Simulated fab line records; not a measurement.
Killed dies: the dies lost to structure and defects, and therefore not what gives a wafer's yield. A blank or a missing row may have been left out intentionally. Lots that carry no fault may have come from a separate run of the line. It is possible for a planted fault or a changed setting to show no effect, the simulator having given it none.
Matching of chambers || flow n5-finfet || N5_BEOL_M1_CO_CAP_55 on cvd-co-02: 3 sister chambers
The step material Co, precursor CCTBA/H2, target thk 2 nm, time 102.1 s. 6 wafers are shown with their chamber, then 11 later ones without.

== EACH WAFER AND ITS CHAMBER ==
{"wafer": "L087.5", "chamber": 2, "heater-power-w (W)": 228}
{"wafer": "L087.6", "chamber": 1, "heater-power-w (W)": 265}
{"wafer": "L093.2", "chamber": 0, "heater-power-w (W)": 180}
{"wafer": "L093.3", "chamber": 2, "heater-power-w (W)": 232}
{"wafer": "L093.5", "chamber": 0, "heater-power-w (W)": 181}
{"wafer": "L095.1", "chamber": 1, "heater-power-w (W)": 271}

== WAFERS WITHOUT THEIR CHAMBER ==
{"wafer": "L095.3", "heater-power-w (W)": 227}
{"wafer": "L095.5", "heater-power-w (W)": 266}
{"wafer": "L094.1", "heater-power-w (W)": 228}
{"wafer": "L094.2", "heater-power-w (W)": 270}
{"wafer": "L094.3", "heater-power-w (W)": 181}
{"wafer": "L096.1", "heater-power-w (W)": 182}
{"wafer": "L096.5", "heater-power-w (W)": 226}
{"wafer": "L096.6", "heater-power-w (W)": 267}
{"wafer": "L097.1", "heater-power-w (W)": 235}
{"wafer": "L097.3", "heater-power-w (W)": 182}
{"wafer": "L097.5", "heater-power-w (W)": 183}

== CHAMBER TAKEN BY EACH ==
{"wafer": "L095.3", "from the rows above": 2, "in truth": 2}
{"wafer": "L095.5", "from the rows above": 1, "in truth": 1}
{"wafer": "L094.1", "from the rows above": 2, "in truth": 2}
{"wafer": "L094.2", "from the rows above": 1, "in truth": 1}
{"wafer": "L094.3", "from the rows above": 0, "in truth": 0}
{"wafer": "L096.1", "from the rows above": 0, "in truth": 0}
{"wafer": "L096.5", "from the rows above": 2, "in truth": 2}
{"wafer": "L096.6", "from the rows above": 1, "in truth": 1}
{"wafer": "L097.1", "from the rows above": 2, "in truth": 2}
{"wafer": "L097.3", "from the rows above": 0, "in truth": 0}
{"wafer": "L097.5", "from the rows above": 0, "in truth": 0}
Correctly placed: 11 of 11. Can't be placed from these rows: 0. Wrongly placed: 0.
How it was worked out, from the rows above alone: a wafer's distance from a chamber is the root of the sum, over the readings, of the square of ((its reading less the chamber's mean) divided by the reading's scatter). If the next closest chamber is less than 2 further off than the closest, the wafer can't be placed; otherwise it belongs to the closest. For every chamber, the mean is computed from those of its wafers that are shown. How the scatter is found: for the shown wafers, subtract from each reading the mean of its chamber, square and add these, divide the total by (wafers less chambers), then take the root.
